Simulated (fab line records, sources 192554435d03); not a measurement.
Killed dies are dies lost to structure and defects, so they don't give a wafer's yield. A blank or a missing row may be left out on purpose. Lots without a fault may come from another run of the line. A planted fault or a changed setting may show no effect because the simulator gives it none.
Which tool did it? | flow n5_finfet | 24 lots, 72 wafers sampled, at 4 steps of a route of 1938

WHAT THE GAUGES READ, wafer by wafer
N5_BEOL_M3_OVL_MEAS_29. Usual: V2_OVL 0.1 nm, standard deviation 0.61.
lot  | measured     | on         | V2_OVL (nm)    | flag
L074 | day 7 13:44  | overlay-02 | -0.7 0.0 -0.7  |
L075 | day 8 09:07  | overlay-02 | -1.0 -0.7 -0.2 |
L076 | day 8 09:23  | overlay-01 | 0.7 0.3 0.7    |
L077 | day 8 14:44  | overlay-01 | 0.1 0.3 0.6    |
L078 | day 8 18:07  | overlay-01 | -0.2 0.8 0.4   |
L079 | day 8 20:57  | overlay-02 | -0.4 0.3 -0.1  |
L082 | day 9 18:55  | overlay-02 | 0.5 -0.4 0.0   |
L083 | day 9 22:21  | overlay-01 | -0.7 -0.5 -1.1 |
L081 | day 10 02:22 | overlay-02 | -0.1 0.4 0.7   |
L080 | day 10 02:33 | overlay-02 | 0.6 0.3 0.5    |
L084 | day 10 09:31 | overlay-01 | 0.3 -0.1 -0.6  |
L085 | day 10 17:02 | overlay-02 | 0.4 -1.0 -1.0  |
L088 | day 10 23:05 | overlay-01 | 1.4 0.4 0.7    |
L087 | day 11 03:14 | overlay-01 | 0.3 0.3 0.4    |
L086 | day 11 06:51 | overlay-02 | 0.1 -0.6 0.8   |
L089 | day 11 18:40 | overlay-02 | 1.0 0.4 0.8    |
L091 | day 11 22:07 | overlay-01 | 0.1 0.4 -0.2   |
L090 | day 11 23:40 | overlay-02 | -0.6 -0.6 0.2  |
L092 | day 12 13:57 | overlay-02 | 0.5 0.0 -0.1   |
L093 | day 12 20:58 | overlay-02 | -0.1 0.3 1.4   |
L094 | day 12 21:33 | overlay-01 | 0.6 -0.5 -0.2  |
L096 | day 13 02:02 | overlay-02 | 0.6 0.8 0.9    |
L095 | day 13 09:08 | overlay-02 | 0.9 0.8 0.5    |
L097 | day 13 21:04 | overlay-01 | 0.5 0.1 0.0    |

WHICH TOOL RAN EACH LOT (tool, then ch and the chambers of the sampled wafers, then the start)
lot  | N5_BEOL_M3_ILD_DEP_00           | N5_BEOL_M3_PECVD_72             | N5_BEOL_M3_DESCUM_16
L074 | pecvd-04 ch 0,2, day 7 11:14    | pecvd-01 ch 0,1,2, day 7 11:21  | rie_diel-06 ch 0,2,3, day 7 12:42
L075 | pecvd-02 ch 0,1,2, day 8 04:06  | pecvd-04 ch 1,2, day 8 04:13    | rie_diel-02 ch 0,1,3, day 8 08:05
L076 | pecvd-02 ch 0,1, day 8 05:04    | pecvd-04 ch 1,2, day 8 05:10    | rie_diel-03 ch 1,3, day 8 08:19
L077 | pecvd-04 ch 1, day 8 12:59      | pecvd-02 ch 0,1, day 8 13:07    | rie_diel-03 ch 0,1, day 8 13:57
L078 | pecvd-04 ch 0,1,2, day 8 16:25  | pecvd-01 ch 0,1,2, day 8 16:31  | rie_diel-06 ch 0,1,3, day 8 17:13
L079 | pecvd-02 ch 0,1, day 8 17:01    | pecvd-02 ch 0,1, day 8 17:07    | rie_diel-03 ch 0,1,2, day 8 20:02
L082 | pecvd-02 ch 0, day 9 15:37      | pecvd-01 ch 0,1,2, day 9 15:46  | rie_diel-06 ch 0,1,3, day 9 18:01
L083 | pecvd-04 ch 0,2, day 9 19:16    | pecvd-02 ch 0,1, day 9 19:22    | rie_diel-02 ch 0,1,2, day 9 21:23
L081 | pecvd-04 ch 1,2, day 9 22:35    | pecvd-01 ch 0,1,2, day 9 22:41  | rie_diel-02 ch 0,2,3, day 10 01:20
L080 | pecvd-04 ch 0,1,2, day 9 23:02  | pecvd-01 ch 0,2, day 9 23:09    | rie_diel-03 ch 0,1,2, day 10 01:33
L084 | pecvd-04 ch 0,2, day 10 08:04   | pecvd-01 ch 0,1,2, day 10 08:10 | rie_diel-06 ch 1,2,3, day 10 08:44
L085 | pecvd-01 ch 0,1,2, day 10 12:03 | pecvd-04 ch 0,1, day 10 12:10   | rie_diel-02 ch 0,1,2, day 10 16:16
L088 | pecvd-04 ch 0,1,2, day 10 20:58 | pecvd-01 ch 0,2, day 10 21:04   | rie_diel-02 ch 1,2,3, day 10 22:11
L087 | pecvd-02 ch 1,2, day 11 01:22   | pecvd-01 ch 0,1, day 11 01:29   | rie_diel-06 ch 0,2, day 11 02:28
L086 | pecvd-02 ch 0,1, day 11 04:26   | pecvd-04 ch 0,1,2, day 11 04:32 | rie_diel-02 ch 0,3, day 11 06:04
L089 | pecvd-04 ch 0,1,2, day 11 15:14 | pecvd-01 ch 0,1, day 11 15:20   | rie_diel-06 ch 0,1,2, day 11 17:43
L091 | pecvd-04 ch 0,1,2, day 11 18:28 | pecvd-01 ch 0,1, day 11 18:34   | rie_diel-06 ch 1,2,3, day 11 21:01
L090 | pecvd-01 ch 0,2, day 11 21:03   | pecvd-04 ch 0,2, day 11 21:09   | rie_diel-03 ch 0,3, day 11 22:53
L092 | pecvd-01 ch 0,1,2, day 12 10:38 | pecvd-04 ch 0,1,2, day 12 10:44 | rie_diel-06 ch 1,2, day 12 13:02
L093 | pecvd-01 ch 0,2, day 12 16:08   | pecvd-01 ch 0,1,2, day 12 16:14 | rie_diel-03 ch 0,1, day 12 19:57
L094 | pecvd-01 ch 0,1,2, day 12 19:44 | pecvd-04 ch 0,1,2, day 12 19:50 | rie_diel-03 ch 0,1, day 12 20:44
L096 | pecvd-04 ch 0,1,2, day 12 23:21 | pecvd-01 ch 0,1, day 12 23:28   | rie_diel-02 ch 0,2,3, day 13 01:15
L095 | pecvd-04 ch 0,1,2, day 13 04:49 | pecvd-04 ch 0,1, day 13 04:55   | rie_diel-06 ch 0,3, day 13 08:02
L097 | pecvd-02 ch 1,2, day 13 15:33   | pecvd-04 ch 0,2, day 13 15:39   | rie_diel-02 ch 0,1, day 13 18:43
- N5_BEOL_M3_ILD_DEP_00: deposits SiOC from DEMS/O2, target thk 79 nm, time 15.3 s.
- N5_BEOL_M3_PECVD_72: deposits SiO2 from TEOS/O2, target thk 16 nm, time 18 s.
- N5_BEOL_M3_DESCUM_16: chemistry O2, time 7 s.

WHAT THE TOOLS THEMSELVES READ (means of the sampled wafers that have a number; where no wafer has one, the mark that the record gives instead)
N5_BEOL_M3_ILD_DEP_00. Usual: heater_power_w 513 W, standard deviation 71; showerhead_plenum_p_Torr 5.698 Torr, standard deviation 0.019; throttle_valve_pct 12.4 %, standard deviation 1.1.
lot  | tool     | heater_power_w (W) | showerhead_plenum_p_Torr (Torr) | throttle_valve_pct (%) | flag
L074 | pecvd-04 | 504                | 5.700                           | 11.9                   |
L075 | pecvd-02 | 540                | 5.708                           | 12.0                   |
L076 | pecvd-02 | 563                | 5.695                           | 12.3                   |
L077 | pecvd-04 | 485                | 5.694                           | 14.7                   |
L078 | pecvd-04 | 487                | 5.691                           | 12.9                   |
L079 | pecvd-02 | 618                | 5.713                           | 12.1                   |
L082 | pecvd-02 | 633                | 5.707                           | 11.9                   |
L083 | pecvd-04 | 531                | 5.701                           | 12.1                   |
L081 | pecvd-04 | 495                | 5.697                           | 13.6                   |
L080 | pecvd-04 | 491                | 5.702                           | 12.8                   |
L084 | pecvd-04 | 495                | 5.705                           | 12.0                   |
L085 | pecvd-01 | 452                | 5.689                           | 12.0                   |
L088 | pecvd-04 | 517                | 5.695                           | 12.8                   |
L087 | pecvd-02 | 590                | 5.702                           | 11.7                   |
L086 | pecvd-02 | 607                | 5.705                           | 12.2                   |
L089 | pecvd-04 | 525                | 5.695                           | 12.9                   |
L091 | pecvd-04 | 475                | 5.688                           | 12.9                   |
L090 | pecvd-01 | 518                | 5.685                           | 11.7                   |
L092 | pecvd-01 | 405                | 5.697                           | 12.1                   |
L093 | pecvd-01 | 515                | 5.690                           | 11.7                   |
L094 | pecvd-01 | 444                | 5.693                           | 11.9                   |
L096 | pecvd-04 | 483                | 5.697                           | 12.9                   |
L095 | pecvd-04 | 491                | 5.698                           | 12.8                   |
L097 | pecvd-02 | 592                | 5.706                           | 11.3                   |

N5_BEOL_M3_PECVD_72. Usual: heater_power_w 729 W, standard deviation 100; showerhead_plenum_p_Torr 8.79 Torr, standard deviation 0.069; throttle_valve_pct 23.1 %, standard deviation 1.8.
lot  | tool     | heater_power_w (W) | showerhead_plenum_p_Torr (Torr) | throttle_valve_pct (%) | flag
L074 | pecvd-01 | 692                | 8.77                            | 22.4                   |
L075 | pecvd-04 | 786                | 8.70                            | 23.6                   |
L076 | pecvd-04 | 732                | 8.74                            | 25.5                   |
L077 | pecvd-02 | 916                | 8.85                            | 22.8                   |
L078 | pecvd-01 | 646                | 8.78                            | 22.5                   |
L079 | pecvd-02 | 880                | 8.80                            | 22.9                   |
L082 | pecvd-01 | 696                | 8.77                            | 22.6                   |
L083 | pecvd-02 | 856                | 8.81                            | 23.0                   |
L081 | pecvd-01 | 661                | 8.78                            | 22.5                   |
L080 | pecvd-01 | 718                | 8.76                            | 22.8                   |
L084 | pecvd-01 | 686                | 8.77                            | 22.4                   |
L085 | pecvd-04 | 745                | 8.81                            | 26.0                   |
L088 | pecvd-01 | 779                | 8.79                            | 22.1                   |
L087 | pecvd-01 | 676                | 8.78                            | 23.2                   |
L086 | pecvd-04 | 723                | 8.78                            | 23.9                   |
L089 | pecvd-01 | 670                | 8.77                            | 23.3                   |
L091 | pecvd-01 | 616                | 8.77                            | 23.1                   |
L090 | pecvd-04 | 767                | 8.82                            | 22.5                   |
L092 | pecvd-04 | 766                | 8.78                            | 24.0                   |
L093 | pecvd-01 | 640                | 8.80                            | 22.6                   |
L094 | pecvd-04 | 734                | 8.79                            | 24.2                   |
L096 | pecvd-01 | 599                | 8.75                            | 23.0                   |
L095 | pecvd-04 | 715                | 8.88                            | 24.4                   |
L097 | pecvd-04 | 750                | 8.73                            | 22.3                   |

N5_BEOL_M3_DESCUM_16. Usual: drypump_motor_current_A 5.6 A, standard deviation 0.34; oes_product_au 0.78 a.u., standard deviation 0.07; rf_vpp_V 242.9 V, standard deviation 1.5; showerhead_plenum_p_Torr 2.08 Torr, standard deviation 0.077; temp_c 40.01 C, standard deviation 0.11; throttle_valve_pct 20.47 %, standard deviation 0.18.
lot  | tool        | drypump_motor_current_A (A) | oes_product_au (a.u.) | rf_vpp_V (V) | showerhead_plenum_p_Torr (Torr) | temp_c (C) | throttle_valve_pct (%) | flag
L074 | rie_diel-06 | 5.7                         | 0.83                  | 242.1        | 2.03                            | 40.01      | 20.43                  |
L075 | rie_diel-02 | 5.5                         | 0.81                  | 242.9        | 2.07                            | 40.12      | 20.26                  |
L076 | rie_diel-03 | 5.4                         | 0.76                  | 243.2        | 2.15                            | 40.05      | 20.70                  |
L077 | rie_diel-03 | 6.3                         | 0.81                  | 242.4        | 2.13                            | 40.03      | 20.56                  |
L078 | rie_diel-06 | 5.6                         | 0.84                  | 242.6        | 2.08                            | 39.99      | 20.37                  |
L079 | rie_diel-03 | 6.0                         | 0.77                  | 244.2        | 2.15                            | 39.98      | 20.61                  |
L082 | rie_diel-06 | 5.5                         | 0.83                  | 243.7        | 2.08                            | 39.95      | 20.37                  |
L083 | rie_diel-02 | 5.5                         | 0.79                  | 244.1        | 2.10                            | 40.01      | 20.32                  |
L081 | rie_diel-02 | 5.6                         | 0.75                  | 242.7        | 2.02                            | 40.09      | 20.39                  |
L080 | rie_diel-03 | 5.9                         | 0.76                  | 244.0        | 2.14                            | 40.05      | 20.62                  |
L084 | rie_diel-06 | 5.7                         | 0.78                  | 243.0        | 2.04                            | 40.02      | 20.47                  |
L085 | rie_diel-02 | 5.5                         | 0.79                  | 243.0        | 2.10                            | 39.80      | 20.31                  |
L088 | rie_diel-02 | 5.5                         | 0.76                  | 242.8        | 2.08                            | 39.95      | 20.36                  |
L087 | rie_diel-06 | 5.6                         | 0.86                  | 241.4        | 2.04                            | 40.00      | 20.42                  |
L086 | rie_diel-02 | 5.6                         | 0.77                  | 242.1        | 2.00                            | 40.04      | 20.33                  |
L089 | rie_diel-06 | 5.6                         | 0.83                  | 241.6        | 2.05                            | 39.92      | 20.45                  |
L091 | rie_diel-06 | 5.7                         | 0.77                  | 241.5        | 2.03                            | 40.00      | 20.50                  |
L090 | rie_diel-03 | 5.3                         | 0.77                  | 244.0        | 2.15                            | 40.00      | 20.64                  |
L092 | rie_diel-06 | 5.7                         | 0.80                  | 241.5        | 2.00                            | 39.98      | 20.56                  |
L093 | rie_diel-03 | 6.3                         | 0.78                  | 242.9        | 2.12                            | 40.05      | 20.60                  |
L094 | rie_diel-03 | 6.3                         | 0.78                  | 243.2        | 2.12                            | 40.10      | 20.62                  |
L096 | rie_diel-02 | 5.6                         | 0.74                  | 242.1        | 2.01                            | 40.17      | 20.42                  |
L095 | rie_diel-06 | 5.6                         | 0.81                  | 242.8        | 2.06                            | 39.96      | 20.39                  |
L097 | rie_diel-02 | 5.4                         | 0.80                  | 243.0        | 2.13                            | 39.89      | 20.24                  |

THE ANSWER, worked out from the rows above alone
Rule: a lot is off if the mean of its wafers that have a number lies more than 3 standard deviations from the usual mean. A lot without any number at a reading at which 4 lots or more have one is off too. The other lots that the step has rows for count as sound. The gauges are gone through in route order, then the tools' own readings, and for those a lot's mean is taken as printed above. The first step at which some lot is off is used, and at that step the reading that is off furthest; a lot without a number counts as furthest.
No lot is off at any reading shown: from this, nothing can be told.

WHAT THE SIMULATOR HAD PUT IN
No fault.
